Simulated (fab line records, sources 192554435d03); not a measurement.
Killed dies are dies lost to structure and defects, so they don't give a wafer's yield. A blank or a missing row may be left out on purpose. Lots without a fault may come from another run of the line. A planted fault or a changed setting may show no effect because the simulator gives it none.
A struck lot beside a sound one | flow n5_finfet | 15 steps out of a route of 1938
Sound: wafers L837.2, L837.4, L837.6. Struck: wafer L855.5. (L855.3, L855.6 of the same lot were not struck and are left out.) The cause comes at the end.
At each step with rows: each side's tool, then ch and its chambers, then its first start. Under that, the readings that differ: sound wafers | struck wafers | difference of the means | sigmas: that difference in standard deviations of wafers without a fault.
alike: readings whose means differ by less than 2 such deviations, and words and numbers that are the same on both sides. not compared: withheld readings, readings that some wafer has no value for, bounds like >300 that may hide the same value, and numbers for which the record gives no deviation and whose values overlap.
The two part at a step that has a row with sigmas, a row that says differs or no value, or rows on one side only. Numbers that don't overlap but have no deviation are shown without sigmas and don't part them. A reading that every wafer of one side lacks parts them only if that side has two wafers or more.

N5_BEOL_M8_VIA_ETCH_34: etches SiCOH lowk in C4F6/O2, target depth 125.5 nm, time 50.5 s.
  sound on rie_diel-04 ch 3, day 9 11:43; struck on rie_diel-05 ch 3, day 14 02:01
  alike: drypump_motor_current_A, oes_product_au, rf_vpp_V, showerhead_plenum_p_Torr, throttle_valve_pct
  not compared: rf_hours_counter_h
then, 1 step without rows for these wafers: N5_BEOL_M8_STRIP_76 (strips in C4F6/O2).
N5_BEOL_M8_STRIP_36: strips in N2/H2.
  sound on rie_diel-04 ch 3, day 9 11:48; struck on rie_diel-05 ch 3, day 14 02:04
  alike: drypump_motor_current_A, oes_product_au, rf_vpp_V, showerhead_plenum_p_Torr, throttle_valve_pct
  not compared: rf_hours_counter_h
N5_BEOL_M8_TRENCH_ETCH_37: etches SiCOH lowk in C4F6/O2, target depth 93.478 nm, time 31.2 s.
  sound on rie_diel-04 ch 3; struck on rie_diel-05 ch 3
  alike: drypump_motor_current_A, oes_product_au, rf_vpp_V, showerhead_plenum_p_Torr, throttle_valve_pct
  not compared: rf_hours_counter_h
N5_BEOL_M8_ETCH_41: etches SiCN in CH3F/O2, target depth 31.9 nm, time 57.8 s.
  sound on rie_diel-04 ch 3; struck on rie_diel-05 ch 3
  alike: drypump_motor_current_A, oes_product_au, rf_vpp_V, showerhead_plenum_p_Torr, throttle_valve_pct
  not compared: rf_hours_counter_h
then, 1 step without rows for these wafers: N5_BEOL_M8_STRIP_80 (strips in N2/H2, time 10 s).
N5_BEOL_M8_OCD_MEAS_38:
  sound on ocd-01, day 9 12:05; struck on ocd-02, day 14 02:16
  alike: trench_depth_nm
then, 4 steps without rows for these wafers: N5_BEOL_M8_HM_STRIP_39 (strips TiN in peroxide tin strip, target depth 25 nm, time 158 s); N5_BEOL_M8_SRD_40 (time 30 s); N5_BEOL_M8_PRECLEAN_42 (cleans in residue remover, time 60 s); N5_BEOL_M8_SRD_43 (time 30 s).
N5_BEOL_M8_CD_MEAS_35: target cd 40 nm.
  sound on cd_sem-01, day 9 12:14; struck on cd_sem-01, day 14 02:25
  alike: cd_nm
N5_BEOL_M8_CURE_75: cures SiCOH lowk, time 120 s.
  sound on uv_cure-02 ch 1, day 9 12:23; struck on uv_cure-01 ch 0, day 14 02:40
  reading            | sound             | struck | difference | sigmas
  lamp_power_pct (%) | 52.30 52.32 52.33 | 51.43  | -0.89      | -17
  run_length_s (s)   | 182.6 182.6 182.3 | 159.9  | -22.6      | -16
  alike: wafer_temp_C_max
N5_BEOL_M8_DEGAS_44: time 60 s.
  sound on pvd_sputter-02, day 9 12:55; struck on pvd_sputter-02, day 14 04:20
  alike: heater_power_w
-- the record jumps here: 3 days lie between the struck wafers' starts before and after (it left off in module BEOL_M8 and takes up again in module PASSIVATION, whose first step shown is number 1936 of the route) --
N5_PASSIVATION_PROBE_49:
  sound on prober-01, day 12 10:33; struck on prober-02, day 16 23:19
  reading                  | sound          | struck | difference | sigmas
  defect_limited_yield (%) | 88.6 88.4 90.3 | 92.4   | +3.3       | +2
  killed_dies              | 135 137 115    | 90     | -39        | -2
  killed_short             | 55 58 47       | 25     | -28        | -3
  sort_bin_6_memory (%)    | 3.9 5.3 4.2    | 2.7    | -1.8       | -2
  sort_n_pass              | 1045 1043 1065 | 1090   | +39        | +2
  sort_yield_pct (%)       | 88.6 88.4 90.3 | 92.4   | +3.3       | +2
  alike: killed_at_M0_to_M3, killed_at_M4_up, killed_at_contacts, killed_at_front_end, killed_at_other, killed_open, sort_bin_5_function

WHERE THEY PART
First at N5_BEOL_M8_CURE_75; last, within this record, at N5_PASSIVATION_PROBE_49.

WHY: what the simulator had put in
Process parameter drift: uv_cure-01, from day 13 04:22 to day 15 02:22, at N5_BEOL_M8_CURE_75. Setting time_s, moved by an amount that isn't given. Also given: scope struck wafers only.
